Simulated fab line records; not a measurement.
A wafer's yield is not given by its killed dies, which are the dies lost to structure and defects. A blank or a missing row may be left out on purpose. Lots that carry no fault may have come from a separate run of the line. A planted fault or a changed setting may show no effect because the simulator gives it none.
Chamber matching + flow nand_harc + rie_diel-13 running NHARC_A_STAIRCASE_TRIM_187: 4 sister chambers
The step chemistry O2, time 211.2 s. 20 wafers are shown with their chamber, then 10 later ones without.

## WAFERS, EACH WITH ITS CHAMBER
| wafer  | chamber | drypump_motor_current_A (A) | showerhead_plenum_p_Torr (Torr) | oes_product_au (a.u.) |
|--------|---------|-----------------------------|---------------------------------|-----------------------|
| L078.2 | 1       | 6.2                         | 3.38                            | 1.010                 |
| L078.3 | 3       | 5.9                         | 3.47                            | 1.039                 |
| L078.6 | 0       | 4.7                         | 3.65                            | 1.017                 |
| L079.2 | 1       | 6.2                         | 3.38                            | 1.010                 |
| L079.3 | 2       | 5.7                         | 3.28                            | 0.985                 |
| L079.6 | 1       | 6.2                         | 3.38                            | 1.015                 |
| L079.1 | 3       | 5.9                         | 3.47                            | 1.031                 |
| L079.4 | 0       | 4.7                         | 3.65                            | 1.006                 |
| L079.5 | 2       | 5.7                         | 3.28                            | 0.984                 |
| L080.1 | 1       | 6.2                         | 3.38                            | 1.002                 |
| L080.2 | 0       | 4.7                         | 3.64                            | 1.025                 |
| L080.3 | 2       | 5.7                         | 3.28                            | 1.001                 |
| L080.4 | 3       | 5.9                         | 3.47                            | 1.041                 |
| L080.5 | 2       | 5.7                         | 3.28                            | 1.006                 |
| L080.6 | 3       | 5.9                         | 3.47                            | 1.043                 |
| L084.1 | 2       | 5.7                         | 3.28                            | 1.001                 |
| L084.2 | 1       | 6.2                         | 3.37                            | 1.007                 |
| L084.6 | 2       | 5.7                         | 3.28                            | 1.002                 |
| L085.1 | 1       | 6.2                         | 3.37                            | 1.014                 |
| L085.2 | 3       | 5.8                         | 3.46                            | 1.041                 |

SIGNATURES, as means of the wafers listed above
| reading                  | chamber 0 | chamber 1 | chamber 2 | chamber 3 | scatter within a chamber |
|--------------------------|-----------|-----------|-----------|-----------|--------------------------|
| drypump_motor_current_A  | 4.700     | 6.200     | 5.700     | 5.880     | 0.0224                   |
| showerhead_plenum_p_Torr | 3.6467    | 3.3767    | 3.2800    | 3.4680    | 0.00418                  |
| oes_product_au           | 1.01600   | 1.00967   | 0.99650   | 1.03900   | 0.00721                  |
Rule: for a wafer and a chamber, the distance is found by dividing, reading by reading, the gap between the wafer's reading and the chamber's mean by the reading's scatter, squaring, summing and taking the root. If the next closest chamber is less than 2 further off than the closest, the wafer can't be placed; otherwise it belongs to the closest. The scatter: take each reading less its chamber's mean, square it, sum over the shown wafers, divide by the number of wafers less the number of chambers, and take the root.

## WAFERS WITHOUT THEIR CHAMBER
| wafer  | drypump_motor_current_A (A) | showerhead_plenum_p_Torr (Torr) | oes_product_au (a.u.) |
|--------|-----------------------------|---------------------------------|-----------------------|
| L085.6 | 5.7                         | 3.27                            | 1.001                 |
| L087.3 | 6.2                         | 3.37                            | 1.004                 |
| L087.4 | 4.7                         | 3.63                            | 1.029                 |
| L087.5 | 6.2                         | 3.37                            | 1.001                 |
| L094.4 | 6.2                         | 3.36                            | 1.009                 |
| L094.5 | 5.7                         | 3.80                            | 0.983                 |
| L094.6 | 5.8                         | 3.45                            | 1.001                 |
| L096.4 | 5.7                         | 3.80                            | 0.994                 |
| L096.5 | 4.7                         | 3.62                            | 1.021                 |
| L096.6 | 6.2                         | 3.35                            | 1.014                 |

## CHAMBER TAKEN BY EACH
| wafer  | from the rows above | in truth                   |
|--------|---------------------|----------------------------|
| L085.6 | 2                   | 2                          |
| L087.3 | 1                   | 1                          |
| L087.4 | 0                   | 0                          |
| L087.5 | 1                   | 1                          |
| L094.4 | 1                   | 1                          |
| L094.5 | 0                   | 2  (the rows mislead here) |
| L094.6 | 3                   | 3                          |
| L096.4 | 0                   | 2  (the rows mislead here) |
| L096.5 | 0                   | 0                          |
| L096.6 | 1                   | 1                          |
Correctly placed: 8 of 10. Number that these rows cannot place: 0. Placed wrongly: 2.
